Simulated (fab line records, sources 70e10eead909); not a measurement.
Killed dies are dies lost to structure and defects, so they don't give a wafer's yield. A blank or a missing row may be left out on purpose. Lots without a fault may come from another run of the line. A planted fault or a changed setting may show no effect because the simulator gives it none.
fab line records | flow nand_harc | part 2 of 2: steps 5 to 6 of 6
record lots=23 wafers=69 last_day=24
route steps=1159 shown A_CHANNEL_HOLE_D1@469 A_CHANNEL_FILL_D1@493
lots that met no fault: from a run of the same line without faults
start_h: hours from the record's first day to the start of the lot's first wafer shown | wait_h: hours since the lot's step before | " the same as in the row above | L1.1+2: a row that stands for several wafers | - no value, or no start given | * or withheld: withheld | < > ~ a bound
route shown NAME@n: a module of which the file shows steps, and the number in the route of the first | usual: mean/standard deviation of fault-free wafers | same: alike in all rows | chamber/n: place in a boat | sites: the reading at each site | _std_site: their standard deviation | _edge_site: outer sites' mean less inner sites' | radius_mm: how far each site lies from the wafer's centre | mask NAME#n: copy n | behind: the tool/chamber that last shaped the wafer | hold: why the lot was held/for how many hours/how that ended | device: the transistor (n, p or np) that didn't switch | end of line: the same wafers' tests at the end of the route | a step without rows: its recipe alone | killed: dies lost to structure and defects at the first sort, not the wafer's yield | map: a wafer's dies, x killed, . not, _ none there
set.NAME: the setting as run; set.NAME@STEP: as run at that earlier step | model.NAME: the simulator's own value behind a step, which no gauge read
steps of the route over a sample of lots; a table a step, a row a wafer
services: from which hour (start_h, from the record's first day; less than 0 if before it) a tool's chamber was out of use, for how many hours, and why
## steps
# step NHARC_A_CHANNEL_FILL_D1_STRIP_28
# recipe time_s=20 o2_flow_sccm=500 ar_flow_sccm=0 bias_w=0 chemistry=O2
# usual drypump_motor_current_A=5.5/0.32 o2_flow_sccm=500.0/1.6 oes_product_au=0.996/0.009 rf_vpp_V=57.8/0.94 showerhead_plenum_p_Torr=3.57/0.14 throttle_valve_pct=17.037/0.0087
# columns lot.wafer tool chamber start_h wait_h drypump_motor_current_A o2_flow_sccm oes_product_au rf_hours_counter_h rf_vpp_V showerhead_plenum_p_Torr throttle_valve_pct
L076.2 rie_diel-11 1 221.87 0.1 5.6 499.9 0.976 0 57.5 3.76 17.039
L076.3 " 2 " " 5.5 498.4 0.993 0 57.2 3.32 17.039
L076.6 " 1 " " 5.6 501.3 0.976 - 58.7 3.76 17.025
L074.2 rie_diel-05 0 221.87 0.1 5.5 497.9 0.997 1 58.1 3.61 17.036
L074.4 " 1 " " 6.0 499.9 0.986 1 55.9 3.39 17.055
L074.6 " 2 " " 5.3 500.2 0.987 - 59.4 3.63 17.027
L075.3 rie_diel-07 0 222.07 0.3 5.1 499.1 1.007 31 57.4 3.61 17.030
L075.2 " 1 " " 5.5 502.1 1.005 31 59.2 3.74 17.034
L075.5 " 1 " " 5.5 501.6 1.000 - 59.0 3.74 17.027
L077.2 rie_diel-05 3 227.66 0.1 6.0 499.0 1.009 2 57.7 3.59 17.021
L077.3 " 0 " " 5.6 499.8 1.007 2 57.2 3.61 17.044
L077.5 " 0 " " 5.6 499.3 1.009 - 57.2 3.61 17.026
L078.2 rie_diel-11 2 227.66 0.1 5.5 496.7 0.985 1 57.4 3.32 17.055
L078.3 " 1 " " 5.6 500.8 0.988 1 57.4 3.76 17.036
L078.5 " 2 " " 5.5 498.1 1.003 - 55.9 3.32 17.036
L079.3 rie_diel-11 3 232.15 0.1 5.0 500.0 1.002 1 57.0 3.44 17.034
L079.4 " 2 " " 5.6 500.1 0.988 1 58.0 3.32 17.034
L079.5 " 0 " " 5.3 500.8 1.003 - 57.6 3.69 17.028
L080.2 rie_diel-05 3 232.16 0.1 6.1 499.0 0.992 2 57.2 3.59 17.032
L080.6 " 0 " " 5.5 502.9 0.989 - 57.8 3.61 17.030
L080.5 " 1 " " 6.1 499.2 1.004 - 55.9 3.39 17.045
L082.3 rie_diel-05 0 243.34 0.1 5.5 497.7 0.997 2 57.7 3.61 17.024
L082.2 " 2 " " 5.3 501.7 0.982 2 58.2 3.63 17.030
L082.6 " 0 " " 5.6 499.4 0.995 - 59.5 3.61 17.033
L081.4 rie_diel-11 2 243.39 0.1 5.5 502.0 0.996 2 58.9 3.32 17.026
L081.2 " 3 " " 5.0 501.5 1.005 2 56.7 3.44 17.022
L081.6 " 1 " " 5.6 501.6 0.984 - 56.6 3.76 17.028
L083.3 rie_diel-11 1 266.09 0.1 5.6 499.3 0.992 2 58.4 3.76 17.041
L083.2 " 3 " " 5.0 499.9 0.999 2 56.7 3.44 17.039
L083.1 " 0 " " 5.2 499.5 1.002 2 57.6 3.69 17.039
L085.3 rie_diel-05 1 271.74 0.1 6.0 500.1 1.003 3 57.3 3.39 17.049
L085.4 " 2 " " 5.3 500.8 0.996 3 57.4 3.63 17.048
L085.2 " 3 " " 6.0 501.7 1.016 3 56.6 3.59 17.042
L084.3 rie_diel-07 3 271.74 0.1 5.6 501.3 0.975 7 58.9 3.74 17.032
L084.4 " 1 " " 5.5 498.1 0.994 5 58.8 3.73 17.027
L084.5 " 2 " " 5.4 499.9 1.004 - 59.1 3.62 17.037
L086.1 rie_diel-05 0 281.92 0.1 5.6 499.4 0.999 3 57.9 3.61 17.038
L086.3 " 1 " " 6.0 501.0 0.991 3 57.4 3.39 17.032
L086.4 " 1 " " 6.0 498.7 0.994 - 56.4 3.39 17.045
L087.1 rie_diel-11 2 281.92 0.1 5.5 501.1 1.000 2 57.3 3.32 17.038
L087.3 " 1 " " 5.6 500.5 0.998 2 58.3 3.76 17.016
L087.6 " 2 " " 5.5 501.5 0.993 - 59.0 3.32 17.041
L088.2 rie_diel-11 0 285.73 0.1 5.3 500.4 1.006 3 57.0 3.69 17.043
L088.6 " 3 " " 5.0 503.6 0.997 - 58.2 3.44 17.055
L088.5 " 0 " " 5.3 501.3 1.009 - 59.0 3.69 17.017
L089.2 rie_diel-11 2 300.93 0.1 5.5 502.7 0.989 3 57.3 3.32 17.030
L089.1 " 0 " " 5.2 499.9 0.999 4 58.5 3.69 17.022
L089.6 " 3 " " 5.0 498.0 1.001 - 56.1 3.44 17.035
L090.2 rie_diel-05 1 301.00 0.1 6.0 497.3 1.001 3 57.9 3.39 17.038
L090.6 " 3 " " 6.1 498.5 1.000 - 58.0 3.59 17.033
L090.5 " 0 " " 5.6 496.2 1.003 - 57.4 3.61 17.035
L092.3 rie_diel-07 2 314.40 0.1 5.5 500.4 0.999 13 57.9 3.61 17.044
L092.2 " 3 " " 5.6 496.9 0.975 14 59.0 3.74 17.035
L092.6 " 2 " " 5.5 499.7 0.994 - 58.2 3.61 17.041
L094.3 rie_diel-11 2 322.68 0.1 5.5 499.6 1.004 3 56.0 3.32 17.029
L094.4 " 3 " " 5.0 499.7 0.999 4 57.5 3.44 17.021
L094.5 " 1 " " 5.6 500.7 0.995 - 58.0 3.75 17.047
L093.3 rie_diel-05 2 322.69 0.1 5.3 503.4 0.987 4 57.5 3.63 17.023
L093.2 " 0 " " 5.5 496.7 1.002 4 57.4 3.61 17.041
L093.5 " 2 " " 5.3 502.6 0.984 - 59.0 3.63 17.019
L096.3 rie_diel-11 0 337.34 0.1 5.3 500.3 1.014 5 58.6 3.69 17.043
L096.5 " 0 " " 5.2 500.6 1.004 - 58.8 3.69 17.030
L096.6 " 1 " " 5.6 500.4 0.987 - 58.2 3.75 17.041
L095.1 rie_diel-07 3 342.18 0.1 5.6 498.9 0.975 20 60.8 3.73 17.049
L095.4 " 1 " " 5.5 499.9 1.004 19 58.2 3.72 17.033
L095.2 " 2 " " 5.4 501.5 0.986 20 58.2 3.61 17.025
L097.2 rie_diel-11 0 351.12 0.1 5.3 499.0 1.001 6 57.9 3.68 17.041
L097.6 " 3 " " 5.0 498.7 0.997 - 57.7 3.44 17.026
L097.5 " 0 " " 5.2 499.0 1.004 - 58.1 3.69 17.035
# step NHARC_A_CHANNEL_FILL_D1_ALD_25
# recipe target_thk_a=600 pulse_time_s=10 ald_cycles=600 temp_c=300 material=SiOx
# usual heater_power_w=490/63 precursor_pulse_height_rel=1.000/0.02
# columns lot.wafer tool chamber start_h wait_h heater_power_w precursor_pulse_height_rel
L076.3 ald_hk-02 0 233.44 0.0 500 1.015
L076.2 " 2 234.66 1.3 432 0.988
L076.6 " 0 235.89 2.5 500 1.024
L075.2 ald_hk-04 2 233.44 0.1 563 1.025
L075.3 " 3 " " 612 0.989
L075.5 " 3 236.56 3.2 622 0.988
L074.2 ald_hk-02 1 237.12 3.7 396 0.997
L074.4 " 2 " " 436 1.027
L074.6 " 2 240.17 6.8 436 1.013
L077.2 ald_hk-04 0 239.35 0.1 500 1.015
L077.3 " 3 241.20 1.9 623 0.984
L077.5 " 1 242.44 3.1 474 1.002
L078.2 ald_hk-02 2 242.01 2.7 421 1.023
L078.3 " 3 " " 467 1.000
L078.5 " 1 243.86 4.6 400 0.982
L079.3 ald_hk-04 1 243.70 0.1 473 0.987
L079.4 " 3 244.94 1.3 622 1.012
L079.5 " 2 246.80 3.2 558 0.998
L080.2 ald_hk-01 1 245.47 1.8 544 1.003
L080.6 " 1 247.94 4.3 559 0.996
L080.5 " 2 " " 417 0.981
L082.2 ald_hk-04 2 255.04 0.1 558 1.019
L082.3 " 1 256.88 1.9 474 0.977
L082.6 " 2 " " 558 1.046
L081.4 ald_hk-02 3 258.04 3.0 459 1.003
L081.2 " 0 " " 495 1.012
L081.6 " 3 260.49 5.5 457 0.982
L083.1 ald_hk-04 2 277.66 0.1 555 0.988
L083.3 " 3 " " 594 1.000
L083.2 " 0 " " 488 0.979
L085.2 ald_hk-04 1 284.10 0.6 481 1.003
L085.3 " 3 285.33 1.9 604 0.987
L085.4 " 0 " " 499 1.015
L084.4 ald_hk-01 0 284.45 1.0 485 0.997
L084.3 " 1 285.69 2.2 545 0.942
L084.5 " 0 289.43 5.9 490 1.006
L087.1 ald_hk-02 0 293.64 0.1 482 1.009
L087.3 " 1 " " 387 0.993
L087.6 " 0 296.10 2.5 505 1.015
L086.3 ald_hk-04 2 293.65 0.1 561 1.008
L086.1 " 3 " " 620 1.031
L086.4 " 0 " " 506 0.991
L088.2 ald_hk-04 1 299.58 1.9 482 0.984
L088.5 " 0 301.43 3.7 501 1.021
L088.6 " 1 " " 479 1.006
L090.2 ald_hk-01 3 313.57 0.1 474 0.983
L090.6 " 3 316.03 2.5 470 0.985
L090.5 " 0 " " 497 1.008
L089.1 ald_hk-02 1 314.19 0.7 389 1.024
L089.2 " 3 315.43 1.9 472 0.963
L089.6 " 1 316.66 3.1 381 1.017
L092.3 ald_hk-02 1 326.17 0.0 384 1.017
L092.2 " 2 " " 447 0.994
L092.6 " 2 329.27 3.1 436 1.032
L094.4 ald_hk-02 2 334.38 0.0 445 1.009
L094.3 " 1 336.22 1.9 390 0.998
L094.5 " 3 337.44 3.1 470 0.983
L093.2 ald_hk-04 2 334.39 0.1 545 0.961
L093.3 " 3 " " 612 0.999
L093.5 " 3 337.47 3.1 627 0.980
L096.3 ald_hk-02 3 350.93 1.9 462 0.940
L096.5 " 0 " " 484 1.036
L096.6 " 1 " " 391 0.982
L095.4 ald_hk-01 2 354.49 0.7 443 0.993
L095.1 " 3 " " 470 1.000
L095.2 " 0 " " 491 1.047
L097.2 ald_hk-01 3 363.01 0.1 463 0.982
L097.5 " 3 365.49 2.5 466 0.983
L097.6 " 0 " " 492 0.990
## services
# columns tool chamber start_h hours kind
rie_diel-05 0 162.79 7.2 repair
rie_diel-05 - 163.60 9.0 pm
rie_diel-01 - 171.93 0.1 repair
rie_diel-10 2 174.22 6.4 repair
rie_diel-10 - 176.50 9.0 pm
rie_diel-01 0 186.16 2.2 repair
rie_diel-11 - 189.50 9.0 pm
ald_hk-04 - 194.74 10.0 pm
rie_diel-07 - 228.21 9.0 pm
ald_hk-01 - 231.24 10.0 pm
rie_diel-11 2 262.22 11.2 repair
rie_diel-05 2 275.86 7.7 repair
rie_diel-02 3 277.26 8.8 repair
ald_hk-02 - 282.30 0.9 repair
ald_hk-02 - 283.21 10.0 pm
rie_diel-11 2 287.68 3.9 repair
rie_diel-05 3 303.72 45.9 repair
har_etch-01 - 306.53 17.0 pm
ald_sin_batch-03 - 314.00 26.0 pm
rie_diel-01 - 314.80 9.0 pm
rie_diel-05 1 323.40 3.9 repair
rie_diel-05 - 340.61 9.0 pm
rie_diel-10 3 346.88 5.5 repair
rie_diel-10 - 353.50 9.0 pm
